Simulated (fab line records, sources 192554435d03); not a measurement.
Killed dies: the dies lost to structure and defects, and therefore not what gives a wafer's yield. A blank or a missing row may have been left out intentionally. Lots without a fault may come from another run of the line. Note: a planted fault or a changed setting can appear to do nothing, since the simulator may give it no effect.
Comparing a struck lot with a sound one    flow n5Finfet    14 out of 1938 route steps
Sound: these wafers, L223.2, L223.3, L223.4. The struck wafers were L233.1, L233.4, L233.6. The cause comes at the end.
Each step with rows lists, per side, the tool, then ch with its chambers, then its first start. Under that, the readings that differ: sound wafers    struck wafers    difference of the means    sigmas: that difference in standard deviations of wafers without a fault.
alike: a reading whose means differ by less than 2 such deviations, as well as words and numbers matching on both sides. not compared: withheld readings; readings where some wafer has no value; bounds like >300 that might hide an equal value; numbers whose values overlap and for which the record gives no deviation.
The two part at a step that has a row with sigmas, a row that says differs or no value, or rows on one side only. Numbers that don't overlap but have no deviation are shown without sigmas and don't part them. A reading that every wafer of one side lacks parts them only if that side has two wafers or more.

first, 1 step without rows for these wafers: N5_BEOL_M7_DEVELOP_10 (develop time 30 s).
N5_BEOL_M7_CD_MEAS_11: target cd 38.5 nm.
  sound on cdSem-03 ch 0, day 9 08:43; struck on cdSem-03 ch 0, day 12 02:48
  alike: cdNm
N5_BEOL_M7_OVL_MEAS_12:
  sound on overlay-01 ch 0, day 9 08:45; struck on overlay-02 ch 0, day 12 02:50
  alike: M7_OVL
N5_BEOL_M7_INSPECT_13: inspects for defects (brightfield).
  struck on defectInspect-01, day 12 02:51; sound on defectInspect-02, day 9 08:46
  alike: rawDefectCount
N5_BEOL_M7_DESCUM_16: chemistry O2, time 7.9 s.
  sound on rieDiel-05 ch 1,2,3, day 9 09:31; struck on rieDiel-03 ch 1,2,3, day 12 02:53
  alike: drypumpMotorCurrentA, oesProductAu, rfVppV, showerheadPlenumPTorr, throttleValvePct
  not compared: rfHoursCounterH
N5_BEOL_M7_ETCH_61: etches SiARC in CF4, target depth 45.5 nm, time 75.8 s.
  sound on rieDiel-05 ch 1,2,3, day 9 09:32; struck on rieDiel-03 ch 1,2,3, day 12 02:55
  alike: cf4FlowSccm, drypumpMotorCurrentA, etchRfOnTimeS, oesProductAu, rfVppV, showerheadPlenumPTorr, throttleValvePct
  not compared: rfHoursCounterH
N5_BEOL_M7_ETCH_62: etches SOC in N2/H2, target depth 110 nm, overetch 22 nm, time 165 s.
  sound on rieDiel-05 ch 1,2,3, day 9 09:36; struck on rieDiel-03 ch 1,2,3, day 12 02:59
  alike: drypumpMotorCurrentA, oesProductAu, rfVppV, showerheadPlenumPTorr, throttleValvePct
  not compared: rfHoursCounterH
then, 1 step without rows for these wafers: N5_BEOL_M7_STRIP_68 (strips in N2/H2).
N5_BEOL_M7_STRIP_67: strips in CF4.
  sound on rieDiel-05 ch 1,2,3, day 9 09:44; struck on rieDiel-03 ch 1,2,3, day 12 03:07
  alike: cf4FlowSccm, drypumpMotorCurrentA, oesProductAu, rfVppV, showerheadPlenumPTorr, throttleValvePct
  not compared: rfHoursCounterH
then, 1 step without rows for these wafers: N5_BEOL_M7_HM_OPEN_17 (chemistry Cl2/BCl3, target TiN, target depth 20 nm, overetch 6 nm).
N5_BEOL_M7_STRIP_19: strips in O2.
  sound on rieDiel-04 ch 1,2,3, day 9 09:56; struck on rieDiel-03 ch 0,1,3, day 12 03:17
  alike: drypumpMotorCurrentA, oesProductAu, rfVppV, showerheadPlenumPTorr, throttleValvePct
  not compared: rfHoursCounterH
N5_BEOL_M7_CD_MEAS_18: pitch 80 nm, target cd 40 nm.
  struck on cdSem-02, day 12 03:22; sound on cdSem-02, day 9 10:01
  alike: cdNm
N5_BEOL_M7_COAT_63: time 60 s, resist thk 60 nm.
  sound on lithoTrack-02 ch 0, day 9 10:03; struck on lithoTrack-04 ch 0, day 12 03:26
reading                sound                 struck                difference  sigmas
heaterPowerTotalW (W)  502.6 498.6 501.2     477.5 478.4 481.3     -21.7       -12
plateTempC (C)         250.04 249.91 250.00  241.25 241.40 241.36  -8.65       -58
  alike: chillPlateTempC, resistLineTempC, spinSpeedRpm
then, 1 step without rows for these wafers: N5_BEOL_M7_COAT_64 (time 60 s, resist thk 12 nm).

## WHERE THEY PART
Only at N5_BEOL_M7_COAT_63, as far as this record shows.

WHY: the cause the simulator had injected
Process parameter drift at N5_BEOL_M7_COAT_63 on lithoTrack-04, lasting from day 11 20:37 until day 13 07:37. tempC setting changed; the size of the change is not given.
